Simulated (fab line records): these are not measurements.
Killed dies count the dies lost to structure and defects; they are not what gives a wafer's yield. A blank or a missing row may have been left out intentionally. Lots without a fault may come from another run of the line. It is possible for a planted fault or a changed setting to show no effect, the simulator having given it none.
A sampling plan put to the test / flow nand_harc / 50 faults told of in these records, all on one fab line, each judged by the records of the lots it struck
The line's own looks make up the plan; these are the steps of the route where a gauge or inspection reads the wafer and leaves it unchanged. A look is open to judgement when struck wafers have a number at it and the file gives its usual mean and standard deviation on fault-free wafers. Caught: the struck wafers' mean, at a look after the fault's first step, is 4 or more of those standard deviations (sigma) away from the usual mean. On the tool: the identical test, applied to the tool's own readings at the steps of the fault. It also counts as caught if the struck wafers ran another recipe or if their record alone is blank.

THE FAULTS, as the simulator had put them in
1. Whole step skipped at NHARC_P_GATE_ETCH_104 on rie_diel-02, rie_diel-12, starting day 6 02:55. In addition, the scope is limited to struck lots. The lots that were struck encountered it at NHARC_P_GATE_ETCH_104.
2. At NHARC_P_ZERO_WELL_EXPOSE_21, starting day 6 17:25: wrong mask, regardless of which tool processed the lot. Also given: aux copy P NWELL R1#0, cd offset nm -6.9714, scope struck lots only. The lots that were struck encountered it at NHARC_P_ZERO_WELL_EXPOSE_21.
3. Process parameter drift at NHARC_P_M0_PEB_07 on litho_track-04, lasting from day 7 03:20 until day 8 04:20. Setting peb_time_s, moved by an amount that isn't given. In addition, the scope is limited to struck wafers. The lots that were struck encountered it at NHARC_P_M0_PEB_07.
4. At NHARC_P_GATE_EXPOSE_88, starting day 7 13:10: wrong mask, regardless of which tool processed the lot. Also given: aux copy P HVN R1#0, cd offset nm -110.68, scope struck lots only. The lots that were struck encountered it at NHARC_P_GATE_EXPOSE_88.
5. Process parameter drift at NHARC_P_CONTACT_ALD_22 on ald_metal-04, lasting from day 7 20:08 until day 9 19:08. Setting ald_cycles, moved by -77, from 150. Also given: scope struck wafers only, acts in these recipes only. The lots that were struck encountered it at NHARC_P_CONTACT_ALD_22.
6. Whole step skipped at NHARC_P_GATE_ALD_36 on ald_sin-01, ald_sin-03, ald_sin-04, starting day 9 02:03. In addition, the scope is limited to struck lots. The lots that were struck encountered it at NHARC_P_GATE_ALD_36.
7. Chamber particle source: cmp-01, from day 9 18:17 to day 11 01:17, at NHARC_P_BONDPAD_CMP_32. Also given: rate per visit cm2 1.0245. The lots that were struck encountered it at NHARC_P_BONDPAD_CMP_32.
8. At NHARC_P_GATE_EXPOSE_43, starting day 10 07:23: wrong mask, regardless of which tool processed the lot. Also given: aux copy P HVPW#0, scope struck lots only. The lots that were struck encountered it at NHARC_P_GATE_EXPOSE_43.
9. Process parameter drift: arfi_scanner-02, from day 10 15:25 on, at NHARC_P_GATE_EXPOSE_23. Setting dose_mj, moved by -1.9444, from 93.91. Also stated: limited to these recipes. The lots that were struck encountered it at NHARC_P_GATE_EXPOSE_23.
10. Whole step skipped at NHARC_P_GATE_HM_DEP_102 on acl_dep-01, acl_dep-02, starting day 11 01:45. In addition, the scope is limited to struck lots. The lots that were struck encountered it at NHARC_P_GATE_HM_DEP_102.
11. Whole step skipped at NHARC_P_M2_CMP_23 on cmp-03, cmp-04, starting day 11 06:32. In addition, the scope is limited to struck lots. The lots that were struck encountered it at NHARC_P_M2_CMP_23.
12. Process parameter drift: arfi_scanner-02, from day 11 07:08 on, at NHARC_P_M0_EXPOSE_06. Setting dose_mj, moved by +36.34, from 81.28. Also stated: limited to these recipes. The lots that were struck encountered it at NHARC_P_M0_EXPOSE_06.
13. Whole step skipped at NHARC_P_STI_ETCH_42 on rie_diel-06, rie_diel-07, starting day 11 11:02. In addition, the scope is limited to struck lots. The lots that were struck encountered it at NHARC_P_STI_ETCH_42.
14. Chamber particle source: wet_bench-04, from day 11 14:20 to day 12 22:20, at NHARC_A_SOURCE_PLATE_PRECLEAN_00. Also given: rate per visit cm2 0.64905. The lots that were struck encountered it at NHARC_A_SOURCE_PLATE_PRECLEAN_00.
15. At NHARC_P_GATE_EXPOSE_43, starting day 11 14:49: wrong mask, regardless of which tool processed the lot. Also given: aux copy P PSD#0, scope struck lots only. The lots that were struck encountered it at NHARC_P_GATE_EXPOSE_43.
16. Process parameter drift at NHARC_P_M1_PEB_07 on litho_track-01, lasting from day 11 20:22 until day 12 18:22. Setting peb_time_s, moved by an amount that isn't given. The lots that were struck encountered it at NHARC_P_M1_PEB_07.
17. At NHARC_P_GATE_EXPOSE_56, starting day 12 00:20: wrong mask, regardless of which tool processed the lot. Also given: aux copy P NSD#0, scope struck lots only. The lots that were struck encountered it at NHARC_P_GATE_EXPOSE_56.
18. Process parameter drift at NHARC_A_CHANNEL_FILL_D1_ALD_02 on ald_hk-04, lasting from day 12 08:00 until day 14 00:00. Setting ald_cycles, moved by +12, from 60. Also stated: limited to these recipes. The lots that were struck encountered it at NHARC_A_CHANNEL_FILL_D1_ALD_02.
19. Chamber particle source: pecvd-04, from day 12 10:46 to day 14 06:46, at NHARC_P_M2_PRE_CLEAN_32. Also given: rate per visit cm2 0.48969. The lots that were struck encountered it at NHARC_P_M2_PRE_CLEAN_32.
20. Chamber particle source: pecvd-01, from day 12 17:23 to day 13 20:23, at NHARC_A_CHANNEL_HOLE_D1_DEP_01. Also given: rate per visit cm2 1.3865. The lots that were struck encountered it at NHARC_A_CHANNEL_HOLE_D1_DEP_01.
21. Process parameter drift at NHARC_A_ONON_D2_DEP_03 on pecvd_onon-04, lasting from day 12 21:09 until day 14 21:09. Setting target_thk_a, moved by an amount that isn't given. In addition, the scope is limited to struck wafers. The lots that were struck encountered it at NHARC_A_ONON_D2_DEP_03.
22. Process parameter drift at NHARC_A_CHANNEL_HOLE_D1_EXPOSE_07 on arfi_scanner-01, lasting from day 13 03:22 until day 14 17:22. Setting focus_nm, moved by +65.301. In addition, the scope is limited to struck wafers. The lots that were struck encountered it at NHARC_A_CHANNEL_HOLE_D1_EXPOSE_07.
23. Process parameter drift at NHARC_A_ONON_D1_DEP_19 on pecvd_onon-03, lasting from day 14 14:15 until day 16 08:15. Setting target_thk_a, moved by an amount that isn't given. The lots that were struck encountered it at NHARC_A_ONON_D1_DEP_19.
24. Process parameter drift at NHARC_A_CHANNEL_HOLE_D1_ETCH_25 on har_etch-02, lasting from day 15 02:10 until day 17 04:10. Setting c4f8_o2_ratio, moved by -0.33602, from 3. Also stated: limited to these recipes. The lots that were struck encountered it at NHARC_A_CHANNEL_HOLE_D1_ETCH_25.
25. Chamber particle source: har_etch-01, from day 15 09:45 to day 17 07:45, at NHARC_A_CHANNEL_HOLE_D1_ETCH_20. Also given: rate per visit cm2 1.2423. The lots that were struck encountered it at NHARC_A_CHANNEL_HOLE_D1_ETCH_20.
26. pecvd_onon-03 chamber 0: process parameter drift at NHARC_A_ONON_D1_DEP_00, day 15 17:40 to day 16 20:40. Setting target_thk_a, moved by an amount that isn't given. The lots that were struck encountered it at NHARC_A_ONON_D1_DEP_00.
27. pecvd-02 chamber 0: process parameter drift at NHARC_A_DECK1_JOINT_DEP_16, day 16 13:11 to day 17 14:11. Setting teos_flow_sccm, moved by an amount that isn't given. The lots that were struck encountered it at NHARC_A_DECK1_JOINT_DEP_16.
28. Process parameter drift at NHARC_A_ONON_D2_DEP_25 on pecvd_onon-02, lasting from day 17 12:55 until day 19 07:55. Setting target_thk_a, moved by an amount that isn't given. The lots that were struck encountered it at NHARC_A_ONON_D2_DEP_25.
29. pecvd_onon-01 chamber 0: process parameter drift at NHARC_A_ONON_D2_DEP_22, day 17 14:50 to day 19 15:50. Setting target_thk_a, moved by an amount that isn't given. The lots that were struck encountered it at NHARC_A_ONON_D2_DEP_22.
30. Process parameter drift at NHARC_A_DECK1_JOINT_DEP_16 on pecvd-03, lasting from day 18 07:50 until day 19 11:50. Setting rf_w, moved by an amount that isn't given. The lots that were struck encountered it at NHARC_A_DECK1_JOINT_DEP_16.
31. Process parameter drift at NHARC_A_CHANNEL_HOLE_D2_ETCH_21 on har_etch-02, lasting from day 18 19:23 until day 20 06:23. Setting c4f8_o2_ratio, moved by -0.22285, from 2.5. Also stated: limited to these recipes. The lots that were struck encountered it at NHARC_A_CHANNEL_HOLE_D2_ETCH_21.
32. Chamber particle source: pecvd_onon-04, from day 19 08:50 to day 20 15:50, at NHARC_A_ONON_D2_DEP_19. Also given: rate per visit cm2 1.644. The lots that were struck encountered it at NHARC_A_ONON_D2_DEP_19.
33. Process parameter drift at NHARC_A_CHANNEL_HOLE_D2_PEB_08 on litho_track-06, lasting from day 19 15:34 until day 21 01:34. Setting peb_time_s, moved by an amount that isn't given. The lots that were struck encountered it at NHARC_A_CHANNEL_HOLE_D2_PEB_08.
34. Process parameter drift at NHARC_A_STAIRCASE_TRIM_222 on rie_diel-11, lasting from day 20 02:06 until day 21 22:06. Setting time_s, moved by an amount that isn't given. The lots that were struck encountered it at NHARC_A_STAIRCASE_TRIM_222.
35. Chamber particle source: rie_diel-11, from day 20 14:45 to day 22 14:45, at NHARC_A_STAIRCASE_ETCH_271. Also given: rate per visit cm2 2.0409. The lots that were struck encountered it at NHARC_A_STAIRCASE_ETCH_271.
36. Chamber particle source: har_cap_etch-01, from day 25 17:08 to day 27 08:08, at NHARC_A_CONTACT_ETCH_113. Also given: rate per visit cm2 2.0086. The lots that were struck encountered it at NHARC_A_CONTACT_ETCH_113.
37. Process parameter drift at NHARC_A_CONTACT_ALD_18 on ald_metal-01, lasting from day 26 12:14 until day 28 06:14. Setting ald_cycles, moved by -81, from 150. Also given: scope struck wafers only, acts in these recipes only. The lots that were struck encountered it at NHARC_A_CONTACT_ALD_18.
38. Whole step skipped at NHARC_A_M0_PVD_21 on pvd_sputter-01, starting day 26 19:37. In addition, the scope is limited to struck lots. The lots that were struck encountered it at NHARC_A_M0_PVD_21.
39. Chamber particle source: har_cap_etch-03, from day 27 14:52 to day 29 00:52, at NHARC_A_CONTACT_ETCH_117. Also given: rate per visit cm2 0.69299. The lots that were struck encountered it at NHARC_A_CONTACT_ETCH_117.
40. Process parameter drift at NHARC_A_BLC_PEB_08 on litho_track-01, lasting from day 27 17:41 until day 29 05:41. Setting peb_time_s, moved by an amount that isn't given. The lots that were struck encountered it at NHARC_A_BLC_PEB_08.
41. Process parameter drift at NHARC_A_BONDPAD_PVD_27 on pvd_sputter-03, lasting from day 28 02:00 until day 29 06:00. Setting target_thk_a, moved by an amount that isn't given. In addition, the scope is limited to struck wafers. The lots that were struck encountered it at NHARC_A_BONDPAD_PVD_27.
42. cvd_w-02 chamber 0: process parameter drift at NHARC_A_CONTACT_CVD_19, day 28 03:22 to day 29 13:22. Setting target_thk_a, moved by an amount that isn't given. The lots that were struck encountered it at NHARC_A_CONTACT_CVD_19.
43. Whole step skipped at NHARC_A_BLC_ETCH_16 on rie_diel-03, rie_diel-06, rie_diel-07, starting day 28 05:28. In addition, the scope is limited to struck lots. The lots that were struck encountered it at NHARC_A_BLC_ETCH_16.
44. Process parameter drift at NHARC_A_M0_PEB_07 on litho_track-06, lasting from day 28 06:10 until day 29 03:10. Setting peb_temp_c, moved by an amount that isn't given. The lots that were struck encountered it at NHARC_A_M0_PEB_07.
45. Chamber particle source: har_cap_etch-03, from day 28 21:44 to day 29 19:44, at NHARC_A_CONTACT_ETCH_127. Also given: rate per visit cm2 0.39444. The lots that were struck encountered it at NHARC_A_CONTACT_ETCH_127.
46. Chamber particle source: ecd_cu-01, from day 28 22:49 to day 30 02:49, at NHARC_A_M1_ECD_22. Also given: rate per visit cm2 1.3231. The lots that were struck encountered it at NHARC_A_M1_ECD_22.
47. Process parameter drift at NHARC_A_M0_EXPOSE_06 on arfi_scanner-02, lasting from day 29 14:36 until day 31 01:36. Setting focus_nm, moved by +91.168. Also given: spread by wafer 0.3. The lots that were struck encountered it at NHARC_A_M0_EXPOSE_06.
48. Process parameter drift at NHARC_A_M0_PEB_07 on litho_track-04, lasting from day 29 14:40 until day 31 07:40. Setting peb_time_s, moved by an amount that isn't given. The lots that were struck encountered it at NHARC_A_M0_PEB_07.
49. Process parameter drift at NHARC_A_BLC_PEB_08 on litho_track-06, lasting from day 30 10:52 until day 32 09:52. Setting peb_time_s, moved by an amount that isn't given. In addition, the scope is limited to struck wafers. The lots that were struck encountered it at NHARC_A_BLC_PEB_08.
50. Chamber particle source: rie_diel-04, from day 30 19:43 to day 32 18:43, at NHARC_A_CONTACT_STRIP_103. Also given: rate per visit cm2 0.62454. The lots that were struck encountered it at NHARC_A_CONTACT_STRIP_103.

WHAT THE PLAN SAW
fault=1; on the tool itself=the tool's record is blank for the struck wafers; first look that catches it=NHARC_END_SORT_01; reading, sigma=killed_at_periphery +99 or beyond; median hours from its first step to that look=462.1; hours from the fault's start to the first struck lot there=461; judged looks passed uncaught=0
fault=2; on the tool itself=under 2 sigma; first look that catches it=NHARC_P_ZERO_WELL_CD_MEAS_24; reading, sigma=cd_nm -4.2; median hours from its first step to that look=0.2; hours from the fault's start to the first struck lot there=5; judged looks passed uncaught=0
fault=3; on the tool itself=heater_power_total_W +36 sigma; first look that catches it=NHARC_P_M0_CD_MEAS_09; reading, sigma=cd_nm -7.6; median hours from its first step to that look=0.1; hours from the fault's start to the first struck lot there=16; judged looks passed uncaught=0
fault=4; on the tool itself=no reading that can be judged; first look that catches it=NHARC_P_GATE_CD_MEAS_91; reading, sigma=cd_nm -57; median hours from its first step to that look=0.1; hours from the fault's start to the first struck lot there=3; judged looks passed uncaught=0
fault=5; on the tool itself=under 2 sigma; first look that catches it=NHARC_END_SORT_01; reading, sigma=killed_at_periphery +99 or beyond; median hours from its first step to that look=441.9; hours from the fault's start to the first struck lot there=445; judged looks passed uncaught=0
fault=6; on the tool itself=the tool's record is blank for the struck wafers; first look that catches it=NHARC_END_SORT_01; reading, sigma=killed_at_periphery +99 or beyond; median hours from its first step to that look=465.5; hours from the fault's start to the first struck lot there=462; judged looks passed uncaught=0
fault=7; on the tool itself=under 2 sigma; first look that catches it=NHARC_END_SORT_01; reading, sigma=killed_at_periphery +99 or beyond; median hours from its first step to that look=450.3; hours from the fault's start to the first struck lot there=467; judged looks passed uncaught=0
fault=8; on the tool itself=no reading that can be judged; first look that catches it=NHARC_END_SORT_01; reading, sigma=killed_at_periphery +99 or beyond; median hours from its first step to that look=459.4; hours from the fault's start to the first struck lot there=468; judged looks passed uncaught=0
fault=9; on the tool itself=exposure_dose_mJ_cm2 -21 sigma; first look that catches it=none of the 3 looks that can be judged after it; reading, sigma=-; median hours from its first step to that look=-; hours from the fault's start to the first struck lot there=-; judged looks passed uncaught=3
fault=10; on the tool itself=the tool's record is blank for the struck wafers; first look that catches it=NHARC_P_GATE_INSPECT_68; reading, sigma=raw_defect_count +40; median hours from its first step to that look=20.9; hours from the fault's start to the first struck lot there=21; judged looks passed uncaught=0
fault=11; on the tool itself=the tool's record is blank for the struck wafers; first look that catches it=NHARC_P_M2_THK_MEAS_24; reading, sigma=thk_nm +99 or beyond; median hours from its first step to that look=0.3; hours from the fault's start to the first struck lot there=9; judged looks passed uncaught=0
fault=12; on the tool itself=exposure_dose_mJ_cm2 +99 or beyond sigma; first look that catches it=NHARC_P_M0_CD_MEAS_09; reading, sigma=cd_nm +27; median hours from its first step to that look=0.1; hours from the fault's start to the first struck lot there=21; judged looks passed uncaught=0
fault=13; on the tool itself=the tool's record is blank for the struck wafers; first look that catches it=NHARC_END_SORT_01; reading, sigma=killed_at_periphery +99 or beyond; median hours from its first step to that look=524.0; hours from the fault's start to the first struck lot there=532; judged looks passed uncaught=1
fault=14; on the tool itself=no reading that can be judged; first look that catches it=NHARC_A_SOURCE_PLATE_INSPECT_08; reading, sigma=raw_defect_count +20; median hours from its first step to that look=21.1; hours from the fault's start to the first struck lot there=29; judged looks passed uncaught=0
fault=15; on the tool itself=no reading that can be judged; first look that catches it=NHARC_END_SORT_01; reading, sigma=killed_at_periphery +99 or beyond; median hours from its first step to that look=442.6; hours from the fault's start to the first struck lot there=441; judged looks passed uncaught=0
fault=16; on the tool itself=heater_power_total_W +49 sigma; first look that catches it=NHARC_P_M1_CD_MEAS_09; reading, sigma=cd_nm -13; median hours from its first step to that look=0.1; hours from the fault's start to the first struck lot there=11; judged looks passed uncaught=0
fault=17; on the tool itself=no reading that can be judged; first look that catches it=NHARC_END_SORT_01; reading, sigma=killed_at_periphery +99 or beyond; median hours from its first step to that look=443.5; hours from the fault's start to the first struck lot there=450; judged looks passed uncaught=0
fault=18; on the tool itself=under 2 sigma; first look that catches it=not the one look that can be judged after it; reading, sigma=strongest: VT_DECK1_TOP_INNER at NHARC_END_WLT_00, +3.7; median hours from its first step to that look=-; hours from the fault's start to the first struck lot there=-; judged looks passed uncaught=1
fault=19; on the tool itself=under 2 sigma; first look that catches it=NHARC_END_SORT_01; reading, sigma=killed_at_periphery +28; median hours from its first step to that look=436.9; hours from the fault's start to the first struck lot there=473; judged looks passed uncaught=0
fault=20; on the tool itself=under 2 sigma; first look that catches it=NHARC_A_CHANNEL_HOLE_D1_INSPECT_12; reading, sigma=raw_defect_count +99 or beyond; median hours from its first step to that look=0.8; hours from the fault's start to the first struck lot there=1; judged looks passed uncaught=0
fault=21; on the tool itself=no reading that can be judged; first look that catches it=NHARC_A_ONON_D2_THK_MEAS_05; reading, sigma=thk_nm +68; median hours from its first step to that look=0.4; hours from the fault's start to the first struck lot there=18; judged looks passed uncaught=0
fault=22; on the tool itself=under 2 sigma; first look that catches it=not the one look that can be judged after it; reading, sigma=strongest: cd_nm at NHARC_A_CHANNEL_HOLE_D1_CD_MEAS_10, +3.7; median hours from its first step to that look=-; hours from the fault's start to the first struck lot there=-; judged looks passed uncaught=1
fault=23; on the tool itself=under 2 sigma; first look that catches it=NHARC_A_ONON_D1_THK_MEAS_21; reading, sigma=thk_nm +99 or beyond; median hours from its first step to that look=0.5; hours from the fault's start to the first struck lot there=9; judged looks passed uncaught=0
fault=24; on the tool itself=under 2 sigma; first look that catches it=no look after it can be judged; reading, sigma=-; median hours from its first step to that look=-; hours from the fault's start to the first struck lot there=-; judged looks passed uncaught=0
fault=25; on the tool itself=under 2 sigma; first look that catches it=NHARC_A_CHANNEL_HOLE_D1_INSPECT_40; reading, sigma=raw_defect_count +31; median hours from its first step to that look=5.6; hours from the fault's start to the first struck lot there=26; judged looks passed uncaught=0
fault=26; on the tool itself=under 2 sigma; first look that catches it=NHARC_A_ONON_D1_THK_MEAS_02; reading, sigma=thk_nm +39; median hours from its first step to that look=0.5; hours from the fault's start to the first struck lot there=8; judged looks passed uncaught=0
fault=27; on the tool itself=mfc_precursor_sccm -65 sigma; first look that catches it=NHARC_A_DECK1_JOINT_THK_MEAS_17; reading, sigma=thk_nm -7.3; median hours from its first step to that look=0.2; hours from the fault's start to the first struck lot there=0; judged looks passed uncaught=0
fault=28; on the tool itself=under 2 sigma; first look that catches it=NHARC_A_ONON_D2_THK_MEAS_27; reading, sigma=thk_nm -36; median hours from its first step to that look=0.5; hours from the fault's start to the first struck lot there=17; judged looks passed uncaught=0
fault=29; on the tool itself=under 2 sigma; first look that catches it=NHARC_A_ONON_D2_THK_MEAS_24; reading, sigma=thk_nm -31; median hours from its first step to that look=0.4; hours from the fault's start to the first struck lot there=15; judged looks passed uncaught=0
fault=30; on the tool itself=rf_fwd_power_W +99 or beyond sigma; first look that catches it=NHARC_A_DECK1_JOINT_THK_MEAS_17; reading, sigma=thk_nm +4.4; median hours from its first step to that look=0.2; hours from the fault's start to the first struck lot there=0; judged looks passed uncaught=0
fault=31; on the tool itself=under 2 sigma; first look that catches it=no look after it can be judged; reading, sigma=-; median hours from its first step to that look=-; hours from the fault's start to the first struck lot there=-; judged looks passed uncaught=0
fault=32; on the tool itself=no reading that can be judged; first look that catches it=NHARC_END_SORT_01; reading, sigma=killed_at_array +5.3; median hours from its first step to that look=283.7; hours from the fault's start to the first struck lot there=300; judged looks passed uncaught=0
fault=33; on the tool itself=no reading that can be judged; first look that catches it=NHARC_A_CHANNEL_HOLE_D2_CD_MEAS_10; reading, sigma=cd_nm +10; median hours from its first step to that look=0.1; hours from the fault's start to the first struck lot there=16; judged looks passed uncaught=0
fault=34; on the tool itself=run_length_s +99 or beyond sigma; first look that catches it=NHARC_END_SORT_01; reading, sigma=killed_dies +30; median hours from its first step to that look=199.3; hours from the fault's start to the first struck lot there=198; judged looks passed uncaught=0
fault=35; on the tool itself=under 2 sigma; first look that catches it=none of the 2 looks that can be judged after it; reading, sigma=strongest: killed_at_array at NHARC_END_SORT_01, +3.5; median hours from its first step to that look=-; hours from the fault's start to the first struck lot there=-; judged looks passed uncaught=2
fault=36; on the tool itself=no reading that can be judged; first look that catches it=NHARC_END_SORT_01; reading, sigma=killed_dies +4.0; median hours from its first step to that look=71.6; hours from the fault's start to the first struck lot there=80; judged looks passed uncaught=1
fault=37; on the tool itself=under 2 sigma; first look that catches it=NHARC_END_SORT_01; reading, sigma=killed_dies +30; median hours from its first step to that look=47.8; hours from the fault's start to the first struck lot there=50; judged looks passed uncaught=0
fault=38; on the tool itself=the tool's record is blank for the struck wafers; first look that catches it=NHARC_END_SORT_01; reading, sigma=defect_limited_yield -31; median hours from its first step to that look=42.5; hours from the fault's start to the first struck lot there=43; judged looks passed uncaught=1
fault=39; on the tool itself=no reading that can be judged; first look that catches it=NHARC_END_SORT_01; reading, sigma=killed_at_array +4.8; median hours from its first step to that look=91.0; hours from the fault's start to the first struck lot there=88; judged looks passed uncaught=1
fault=40; on the tool itself=no reading that can be judged; first look that catches it=NHARC_A_BLC_CD_MEAS_10; reading, sigma=cd_nm +7.5; median hours from its first step to that look=0.1; hours from the fault's start to the first struck lot there=25; judged looks passed uncaught=0
fault=41; on the tool itself=under 2 sigma; first look that catches it=NHARC_END_SORT_01; reading, sigma=defect_limited_yield -31; median hours from its first step to that look=32.7; hours from the fault's start to the first struck lot there=51; judged looks passed uncaught=0
fault=42; on the tool itself=under 2 sigma; first look that catches it=no look after it can be judged; reading, sigma=-; median hours from its first step to that look=-; hours from the fault's start to the first struck lot there=-; judged looks passed uncaught=0
fault=43; on the tool itself=the tool's record is blank for the struck wafers; first look that catches it=NHARC_END_SORT_01; reading, sigma=killed_at_array +30; median hours from its first step to that look=47.2; hours from the fault's start to the first struck lot there=44; judged looks passed uncaught=0
fault=44; on the tool itself=plate_temp_C -4.7 sigma; first look that catches it=none of the 3 looks that can be judged after it; reading, sigma=strongest: cd_nm at NHARC_A_M0_CD_MEAS_09, -3.4; median hours from its first step to that look=-; hours from the fault's start to the first struck lot there=-; judged looks passed uncaught=3
fault=45; on the tool itself=no reading that can be judged; first look that catches it=none of the 2 looks that can be judged after it; reading, sigma=strongest: killed_at_array at NHARC_END_SORT_01, +3.9; median hours from its first step to that look=-; hours from the fault's start to the first struck lot there=-; judged looks passed uncaught=2
fault=46; on the tool itself=no reading that can be judged; first look that catches it=NHARC_END_SORT_01; reading, sigma=defect_limited_yield -22; median hours from its first step to that look=38.1; hours from the fault's start to the first struck lot there=43; judged looks passed uncaught=1
fault=47; on the tool itself=exposure_dose_mJ_cm2 +76 sigma; first look that catches it=NHARC_A_M0_CD_MEAS_09; reading, sigma=cd_nm -8.3; median hours from its first step to that look=0.1; hours from the fault's start to the first struck lot there=20; judged looks passed uncaught=0
fault=48; on the tool itself=under 2 sigma; first look that catches it=NHARC_A_M0_CD_MEAS_09; reading, sigma=cd_nm +4.2; median hours from its first step to that look=0.1; hours from the fault's start to the first struck lot there=15; judged looks passed uncaught=0
fault=49; on the tool itself=under 2 sigma; first look that catches it=NHARC_A_BLC_CD_MEAS_10; reading, sigma=cd_nm +23; median hours from its first step to that look=0.1; hours from the fault's start to the first struck lot there=6; judged looks passed uncaught=0
fault=50; on the tool itself=no reading that can be judged; first look that catches it=NHARC_END_SORT_01; reading, sigma=killed_at_array +4.1; median hours from its first step to that look=57.3; hours from the fault's start to the first struck lot there=67; judged looks passed uncaught=1
A dash: the fault is not caught, or the number is missing from these records.

Caught at a look: 41 of 50. Caught on the tool: 16 of 50. By one or the other: 43 of 50.
Faults 9, 44 were caught on the tool alone.
Caught at a look alone: faults 2, 4, 5, 7, 8, 14, 15, 17, 19, 20, 21, 23, 25, 26, 28, 29, 32, 33, 36, 37, 39, 40, 41, 46, 48, 49, 50.
Caught by neither: faults 18, 22, 24, 31, 35, 42, 45.

THINNER SAMPLING
Were the look that catches a fault to measure just every second or every third lot (counted by lot number), the first struck lot would, at worst, be measured this late:
fault=1; struck lots at that look, in order of time=L373, L374; every lot=461 h; every second lot=485 h; every third lot=may miss all 2
fault=2; struck lots at that look, in order of time=L585; every lot=5 h; every second lot=may miss it; every third lot=may miss it
fault=3; struck lots at that look, in order of time=L810; every lot=16 h; every second lot=may miss it; every third lot=may miss it
fault=4; struck lots at that look, in order of time=L412; every lot=3 h; every second lot=may miss it; every third lot=may miss it
fault=5; struck lots at that look, in order of time=L398, L399, L401; every lot=445 h; every second lot=459 h; every third lot=may miss all 3
fault=6; struck lots at that look, in order of time=L870, L871, L872; every lot=462 h; every second lot=479 h; every third lot=497 h
fault=7; struck lots at that look, in order of time=L695, L697; every lot=467 h; every second lot=may miss all 2; every third lot=may miss all 2
fault=8; struck lots at that look, in order of time=L744; every lot=468 h; every second lot=may miss it; every third lot=may miss it
fault=10; struck lots at that look, in order of time=L674, L675, L676; every lot=21 h; every second lot=35 h; every third lot=45 h
fault=11; struck lots at that look, in order of time=L847, L849; every lot=9 h; every second lot=may miss all 2; every third lot=may miss all 2
fault=12; struck lots at that look, in order of time=L756, L760; every lot=21 h; every second lot=may miss all 2; every third lot=may miss all 2
fault=13; struck lots at that look, in order of time=L509, L508; every lot=532 h; every second lot=532 h; every third lot=may miss all 2
fault=14; struck lots at that look, in order of time=L568, L570; every lot=29 h; every second lot=may miss all 2; every third lot=may miss all 2
fault=15; struck lots at that look, in order of time=L412; every lot=441 h; every second lot=may miss it; every third lot=may miss it
fault=16; struck lots at that look, in order of time=L122, L124; every lot=11 h; every second lot=may miss all 2; every third lot=may miss all 2
fault=17; struck lots at that look, in order of time=L303; every lot=450 h; every second lot=may miss it; every third lot=may miss it
fault=19; struck lots at that look, in order of time=L724; every lot=473 h; every second lot=may miss it; every third lot=may miss it
fault=20; struck lots at that look, in order of time=L311, L313; every lot=1 h; every second lot=may miss all 2; every third lot=may miss all 2
fault=21; struck lots at that look, in order of time=L123, L127; every lot=18 h; every second lot=may miss all 2; every third lot=may miss all 2
fault=23; struck lots at that look, in order of time=L492, L494; every lot=9 h; every second lot=may miss all 2; every third lot=may miss all 2
fault=25; struck lots at that look, in order of time=L920, L921; every lot=26 h; every second lot=42 h; every third lot=may miss all 2
fault=26; struck lots at that look, in order of time=L347, L348; every lot=8 h; every second lot=17 h; every third lot=may miss all 2
fault=27; struck lots at that look, in order of time=L599, L600; every lot=0 h; every second lot=0 h; every third lot=may miss all 2
fault=28; struck lots at that look, in order of time=L416, L417; every lot=17 h; every second lot=31 h; every third lot=may miss all 2
fault=29; struck lots at that look, in order of time=L387, L389; every lot=15 h; every second lot=may miss all 2; every third lot=may miss all 2
fault=30; struck lots at that look, in order of time=L161, L160; every lot=0 h; every second lot=0 h; every third lot=may miss all 2
fault=32; struck lots at that look, in order of time=L368, L369; every lot=300 h; every second lot=307 h; every third lot=may miss all 2
fault=33; struck lots at that look, in order of time=L844, L846; every lot=16 h; every second lot=may miss all 2; every third lot=may miss all 2
fault=34; struck lots at that look, in order of time=L586, L588; every lot=198 h; every second lot=may miss all 2; every third lot=may miss all 2
fault=36; struck lots at that look, in order of time=L946, L950; every lot=80 h; every second lot=may miss all 2; every third lot=may miss all 2
fault=37; struck lots at that look, in order of time=L691, L695; every lot=50 h; every second lot=may miss all 2; every third lot=may miss all 2
fault=38; struck lots at that look, in order of time=L883, L885; every lot=43 h; every second lot=may miss all 2; every third lot=may miss all 2
fault=39; struck lots at that look, in order of time=L484, L485; every lot=88 h; every second lot=129 h; every third lot=may miss all 2
fault=40; struck lots at that look, in order of time=L416, L418; every lot=25 h; every second lot=may miss all 2; every third lot=may miss all 2
fault=41; struck lots at that look, in order of time=L520; every lot=51 h; every second lot=may miss it; every third lot=may miss it
fault=43; struck lots at that look, in order of time=L811, L814, L812; every lot=44 h; every second lot=61 h; every third lot=may miss all 3
fault=46; struck lots at that look, in order of time=L129, L127; every lot=43 h; every second lot=may miss all 2; every third lot=may miss all 2
fault=47; struck lots at that look, in order of time=L380; every lot=20 h; every second lot=may miss it; every third lot=may miss it
fault=48; struck lots at that look, in order of time=L963, L965; every lot=15 h; every second lot=may miss all 2; every third lot=may miss all 2
fault=49; struck lots at that look, in order of time=L301, L303, L304; every lot=6 h; every second lot=45 h; every third lot=may miss all 3
fault=50; struck lots at that look, in order of time=L390, L391; every lot=67 h; every second lot=83 h; every third lot=may miss all 2
The hour figures run from when the fault began to the first measured lot among those it struck. Since the struck wafers were tested as one group against 4 sigma, a single lot by itself may lie under the limit. Other struck lots may not be in these records.

THE LONGEST TIMED WAY FROM STEP TO LOOK
Fault 13: median gap of 524.0 hours between NHARC_P_STI_ETCH_42 and NHARC_END_SORT_01. The look between them that can be judged stayed within 4 sigma: NHARC_P_STI_OCD_MEAS_17.
